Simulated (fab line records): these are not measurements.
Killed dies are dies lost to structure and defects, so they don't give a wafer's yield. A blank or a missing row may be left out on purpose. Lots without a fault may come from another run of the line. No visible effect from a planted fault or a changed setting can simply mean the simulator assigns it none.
Which tool did it? + flow n5Finfet + Sampling: 11 lots, 33 wafers, 6 of 1938 route steps

WHAT THE GAUGES READ, wafer by wafer
N5_ILD0_THK_MEAS_04.
| lot  | measured    | on           | thkNm (nm)        |
|------|-------------|--------------|-------------------|
| L075 | day 3 18:40 | filmMetro-01 | 196.7 198.3 197.3 |
| L077 | day 4 07:22 | filmMetro-02 | 197.9 197.5 198.7 |
| L079 | day 5 00:09 | filmMetro-01 | 196.5 197.3 196.7 |
| L081 | day 5 11:43 | filmMetro-01 | 196.5 196.1 198.3 |
| L083 | day 5 23:41 | filmMetro-01 | 199.9 196.5 196.5 |
| L085 | day 6 15:19 | filmMetro-02 | 196.3 197.6 196.5 |
| L087 | day 6 22:04 | filmMetro-02 | 198.2 196.0 197.0 |
| L089 | day 7 10:33 | filmMetro-02 | 198.3 197.0 197.5 |
| L091 | day 7 20:08 | filmMetro-01 | 197.9 197.3 197.4 |
| L094 | day 8 16:44 | filmMetro-01 | 197.6 198.0 197.3 |
| L096 | day 9 10:03 | filmMetro-02 | 196.5 197.6 198.3 |

WHAT TOOL EACH LOT RAN ON (gives the tool, then ch and the chambers of the sampled wafers, and finally the start)
| lot  | N5_DUMMY_GATE_ETCH_37            | N5_SD_EPI_N_ETCH_45              | N5_SD_EPI_N_VAPOR_ETCH_50     | N5_SD_EPI_P_ETCH_36              | N5_SD_ACTIVATION_RTA_00        |
|------|----------------------------------|----------------------------------|-------------------------------|----------------------------------|--------------------------------|
| L075 | rieDiel-06 ch 1,2, day 3 04:20   | rieDiel-03 ch 0,3, day 3 07:29   | epiRpcvd-02 ch 0, day 3 08:29 | rieDiel-02 ch 0,1,2, day 3 11:26 | rtpAnneal-01 ch 0, day 3 15:14 |
| L077 | rieDiel-06 ch 1,3, day 3 16:50   | rieDiel-03 ch 1,2,3, day 3 19:40 | epiRpcvd-04 ch 0, day 3 20:39 | rieDiel-05 ch 0,1,3, day 4 00:10 | rtpAnneal-02 ch 0, day 4 03:56 |
| L079 | rieDiel-06 ch 1,3, day 4 07:22   | rieDiel-03 ch 1,2,3, day 4 10:29 | epiRpcvd-03 ch 0, day 4 12:11 | rieDiel-02 ch 0,2, day 4 16:52   | rtpAnneal-02 ch 0, day 4 20:39 |
| L081 | rieDiel-05 ch 0,2,3, day 4 19:35 | rieDiel-01 ch 0,2,3, day 4 22:31 | epiRpcvd-03 ch 0, day 4 23:34 | rieDiel-06 ch 2,3, day 5 04:16   | rtpAnneal-02 ch 0, day 5 08:13 |
| L083 | rieDiel-05 ch 0,2, day 5 09:16   | rieDiel-03 ch 1,2,3, day 5 11:44 | epiRpcvd-02 ch 0, day 5 12:55 | rieDiel-02 ch 0,2,3, day 5 16:32 | rtpAnneal-02 ch 0, day 5 20:17 |
| L085 | rieDiel-02 ch 0,2,3, day 5 23:42 | rieDiel-04 ch 0,3, day 6 02:56   | epiRpcvd-04 ch 0, day 6 03:56 | rieDiel-06 ch 0,1, day 6 07:14   | rtpAnneal-02 ch 0, day 6 11:53 |
| L087 | rieDiel-06 ch 0,1,3, day 6 08:04 | rieDiel-01 ch 0,2, day 6 10:43   | epiRpcvd-02 ch 0, day 6 11:43 | rieDiel-05 ch 0,2, day 6 14:41   | rtpAnneal-02 ch 0, day 6 18:39 |
| L089 | rieDiel-02 ch 0,1,2, day 6 15:49 | rieDiel-03 ch 1,2, day 6 20:25   | epiRpcvd-04 ch 0, day 6 21:26 | rieDiel-02 ch 0,1,3, day 7 00:22 | rtpAnneal-02 ch 0, day 7 07:06 |
| L091 | rieDiel-06 ch 2,3, day 7 04:46   | rieDiel-01 ch 0,1,3, day 7 07:15 | epiRpcvd-04 ch 0, day 7 08:21 | rieDiel-06 ch 0,1,2, day 7 11:57 | rtpAnneal-02 ch 0, day 7 16:37 |
| L094 | rieDiel-06 ch 1,2,3, day 7 23:00 | rieDiel-01 ch 0,2,3, day 8 01:49 | epiRpcvd-04 ch 0, day 8 02:55 | rieDiel-02 ch 0,1,3, day 8 06:23 | rtpAnneal-02 ch 0, day 8 11:11 |
| L096 | rieDiel-05 ch 1,3, day 8 19:05   | rieDiel-03 ch 0,2, day 8 22:11   | epiRpcvd-03 ch 0, day 8 23:32 | rieDiel-02 ch 0,2, day 9 02:29   | rtpAnneal-01 ch 0, day 9 06:18 |
- N5_DUMMY_GATE_ETCH_37: etches SOC in N2/H2, target depth 60 nm, overetch 30 nm.
- N5_SD_EPI_N_ETCH_45: etches SiOCN in CH3F/O2, target depth 6 nm.
- N5_SD_EPI_N_VAPOR_ETCH_50: etches Si in HCl, time 54 s.
- N5_SD_EPI_P_ETCH_36: etches SiARC in CF4, target depth 45.5 nm, time 75.8 s.
- N5_SD_ACTIVATION_RTA_00: time 0 s.

THE ANSWER, worked out from the rows above alone
Rule: the lots themselves supply what counts as usual. Put in order of their means at a reading, lots are off if they are a third of the lots or fewer, leave a main group of 4 or more, and stand apart from it by a gap of 3 or more times the standard deviation of the main group's means; of several such gaps the widest counts. If all means in a main group match to the digits the tables above print for the reading, that group is not used. A lot without any number at a reading at which 4 lots or more have one is off too. Any other lot the step has rows for is counted as sound.
None of the lots is off at any reading shown; this tells nothing.

WHAT THE SIMULATOR PUT IN
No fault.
